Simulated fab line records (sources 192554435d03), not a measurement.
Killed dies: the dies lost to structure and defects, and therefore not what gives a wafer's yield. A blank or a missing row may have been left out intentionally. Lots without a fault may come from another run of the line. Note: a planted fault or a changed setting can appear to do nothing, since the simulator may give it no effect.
A struck lot beside a sound one / flow n5Finfet / 14 out of 1938 route steps
Sound: the wafers L158.4, L158.5, L158.6. Struck: wafer L170.2. (L170.3, L170.5 of the same lot were not struck and are left out.) The cause comes at the end.
Each step with rows lists, per side, the tool, then ch with its chambers, then its first start. Under that, the readings that differ: sound wafers / struck wafers / difference of the means / sigmas: that difference in standard deviations of wafers without a fault.
alike: readings whose means differ by less than 2 such deviations, and words and numbers that are the same on both sides. not compared: withheld readings, readings that some wafer has no value for, bounds like >300 that may hide the same value, and numbers for which the record gives no deviation and whose values overlap.
A row with sigmas, a row that says differs or no value, or rows on one side alone: a step with any of these is where the two part. Numbers that have no deviation but don't overlap get no sigmas and don't part them. A reading missing from all wafers of one side parts the sides only when that side holds two or more wafers.

first, 8 steps without rows for these wafers: N5_MIM_BOT_LITHO_HMDS_01 (time 60 s); N5_MIM_BOT_LITHO_COAT_02; N5_MIM_BOT_LITHO_EBR_04; N5_MIM_BOT_LITHO_SOFTBAKE_03 (time 90 s); N5_MIM_BOT_LITHO_EXPOSE_05 (exposes mask MIM BOT); N5_MIM_BOT_LITHO_PEB_06; N5_MIM_BOT_LITHO_DEVELOP_07 (develop time 60 s); N5_MIM_BOT_LITHO_HARDBAKE_09 (time 120 s).
N5_MIM_BOT_LITHO_CD_MEAS_08: the cd target is 3000 nm.
  sound on cdSem-03 ch 0, day 13 21:05; struck on cdSem-01 ch 0, day 16 12:33
reading=cdNm (nm); sound=3001.7 3001.0 3001.2; struck=2997.5; difference=-3.8; sigmas=-3
N5_MIM_BOT_LITHO_OVL_MEAS_11:
  sound on overlay-02 ch 0, day 13 21:07; struck on overlay-02 ch 0, day 16 12:35
  alike: MIM_BOT_OVL
N5_MIM_BOT_LITHO_INSPECT_12: inspects for defects (macro).
  sound on defectInspect-02 at day 13 21:08; struck on defectInspect-02 at day 16 12:37
  alike: rawDefectCount
N5_MIM_BOT_LITHO_DESCUM_10: chemistry O2, time 7.9 s.
  sound on rieDiel-03 ch 0,1,3, day 13 21:10; struck on rieDiel-01 ch 1, day 16 12:38
  alike: drypumpMotorCurrentA, o2FlowSccm, oesProductAu, rfVppV, showerheadPlenumPTorr, throttleValvePct
  not compared: rfHoursCounterH
N5_MIM_BOT_ETCH_ETCH_04: etches SiNx in CF4/O2, target depth 26 nm, time 13 s.
  sound on rieDiel-03 ch 0,1,3, day 13 21:14; struck on rieDiel-01 ch 1, day 16 12:43
reading=model.etch.depthNm (nm); sound=26.15 26.31 26.49; struck=23.75; difference=-2.57; sigmas=
  alike: cf4FlowSccm, drypumpMotorCurrentA, oes_f_703_au, oesProductAu, rfVppV, showerheadPlenumPTorr, throttleValvePct
  not compared: biasW, rfHoursCounterH
N5_MIM_BOT_ETCH_ETCH_03: etches the open film in Cl2/BCl3, target depth 12 nm.
  sound on rieMetal-03 ch 0,1, day 13 21:22; struck on rieMetal-03 ch 0, day 16 12:47
reading=rfHoursCounterH (h); sound=- - -; struck=94; difference=no value on the sound wafers; sigmas=
  alike: biasW, drypumpMotorCurrentA, oesProductAu, throttleValvePct

== WHERE THEY PART ==
Last at N5_MIM_BOT_ETCH_ETCH_03 as far as this record goes, first at N5_MIM_BOT_LITHO_CD_MEAS_08.

WHY: what the simulator had put in
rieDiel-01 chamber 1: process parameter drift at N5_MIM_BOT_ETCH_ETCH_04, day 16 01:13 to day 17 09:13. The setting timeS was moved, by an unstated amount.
